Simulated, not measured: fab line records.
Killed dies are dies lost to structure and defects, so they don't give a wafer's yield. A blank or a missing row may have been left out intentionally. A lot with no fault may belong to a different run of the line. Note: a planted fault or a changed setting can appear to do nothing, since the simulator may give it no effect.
Chamber matching :: flow n5 finfet :: rie diel-06 running N5_BEOL_M6_ETCH_65: 4 sister chambers
The step etches SiARC in CF4, target depth 15.6 nm, time 26 s. 14 wafers are shown with their chamber, then 7 later ones without.

== WAFERS WITH THEIR CHAMBER ==
wafer: L539.1
chamber: 1
drypump motor current A (A): 5.3
showerhead plenum p Torr (Torr): 2.17
throttle valve pct (%): 15.64

wafer: L539.4
chamber: 2
drypump motor current A (A): 5.2
showerhead plenum p Torr (Torr): 2.06
throttle valve pct (%): 15.65

wafer: L539.6
chamber: 1
drypump motor current A (A): 5.3
showerhead plenum p Torr (Torr): 2.17
throttle valve pct (%): 15.64

wafer: L544.2
chamber: 3
drypump motor current A (A): 4.9
showerhead plenum p Torr (Torr): 2.07
throttle valve pct (%): 15.23

wafer: L544.4
chamber: 1
drypump motor current A (A): 5.4
showerhead plenum p Torr (Torr): 2.17
throttle valve pct (%): 15.67

wafer: L544.5
chamber: 1
drypump motor current A (A): 5.4
showerhead plenum p Torr (Torr): 2.17
throttle valve pct (%): 15.64

wafer: L545.1
chamber: 1
drypump motor current A (A): 5.4
showerhead plenum p Torr (Torr): 2.17
throttle valve pct (%): 15.66

wafer: L545.3
chamber: 0
drypump motor current A (A): 5.0
showerhead plenum p Torr (Torr): 2.21
throttle valve pct (%): 15.85

wafer: L545.6
chamber: 1
drypump motor current A (A): 5.4
showerhead plenum p Torr (Torr): 2.17
throttle valve pct (%): 15.65

wafer: L557.2
chamber: 3
drypump motor current A (A): 4.9
showerhead plenum p Torr (Torr): 2.06
throttle valve pct (%): 15.31

wafer: L557.3
chamber: 0
drypump motor current A (A): 5.0
showerhead plenum p Torr (Torr): 2.19
throttle valve pct (%): 15.93

wafer: L557.4
chamber: 2
drypump motor current A (A): 5.2
showerhead plenum p Torr (Torr): 2.05
throttle valve pct (%): 15.73

wafer: L558.1
chamber: 2
drypump motor current A (A): 5.2
showerhead plenum p Torr (Torr): 2.05
throttle valve pct (%): 15.74

wafer: L558.4
chamber: 3
drypump motor current A (A): 4.9
showerhead plenum p Torr (Torr): 2.06
throttle valve pct (%): 15.31

SIGNATURES (means of the wafers above)
reading: drypump motor current A
chamber 0: 5.000
chamber 1: 5.367
chamber 2: 5.200
chamber 3: 4.900
scatter within a chamber: 0.0365

reading: showerhead plenum p Torr
chamber 0: 2.2000
chamber 1: 2.1700
chamber 2: 2.0533
chamber 3: 2.0633
scatter within a chamber: 0.00577

reading: throttle valve pct
chamber 0: 15.8900
chamber 1: 15.6500
chamber 2: 15.7067
chamber 3: 15.2833
scatter within a chamber: 0.0362
Rule: for each reading, subtract the chamber's mean from the wafer's reading, divide by that reading's scatter and square the result; add these up over the readings and take the root, which gives the wafer's distance from the chamber. The wafer belongs to the nearest chamber; if the next one is less than 2 further off, it can't be placed. The scatter: take each reading less its chamber's mean, square it, sum over the shown wafers, divide by the number of wafers less the number of chambers, and take the root.

== WAFERS WHOSE CHAMBER IS MISSING ==
wafer: L558.5
drypump motor current A (A): 4.9
showerhead plenum p Torr (Torr): 2.06
throttle valve pct (%): 15.31

wafer: L559.1
drypump motor current A (A): 4.9
showerhead plenum p Torr (Torr): 2.06
throttle valve pct (%): 15.29

wafer: L559.2
drypump motor current A (A): 5.4
showerhead plenum p Torr (Torr): 2.16
throttle valve pct (%): 15.74

wafer: L559.6
drypump motor current A (A): 5.4
showerhead plenum p Torr (Torr): 2.15
throttle valve pct (%): 15.73

wafer: L560.1
drypump motor current A (A): 5.2
showerhead plenum p Torr (Torr): 2.05
throttle valve pct (%): 15.75

wafer: L560.3
drypump motor current A (A): 5.3
showerhead plenum p Torr (Torr): 2.15
throttle valve pct (%): 15.73

wafer: L560.5
drypump motor current A (A): 5.3
showerhead plenum p Torr (Torr): 2.15
throttle valve pct (%): 15.72

== EACH ONE'S CHAMBER ==
wafer: L558.5
from the rows above: 3
in truth: 3

wafer: L559.1
from the rows above: 3
in truth: 3

wafer: L559.2
from the rows above: 1
in truth: 1

wafer: L559.6
from the rows above: 1
in truth: 1

wafer: L560.1
from the rows above: 2
in truth: 2

wafer: L560.3
from the rows above: 1
in truth: 1

wafer: L560.5
from the rows above: 1
in truth: 1
Correctly placed: 7 of 7. Can't be placed from these rows: 0. 0 placed wrongly.
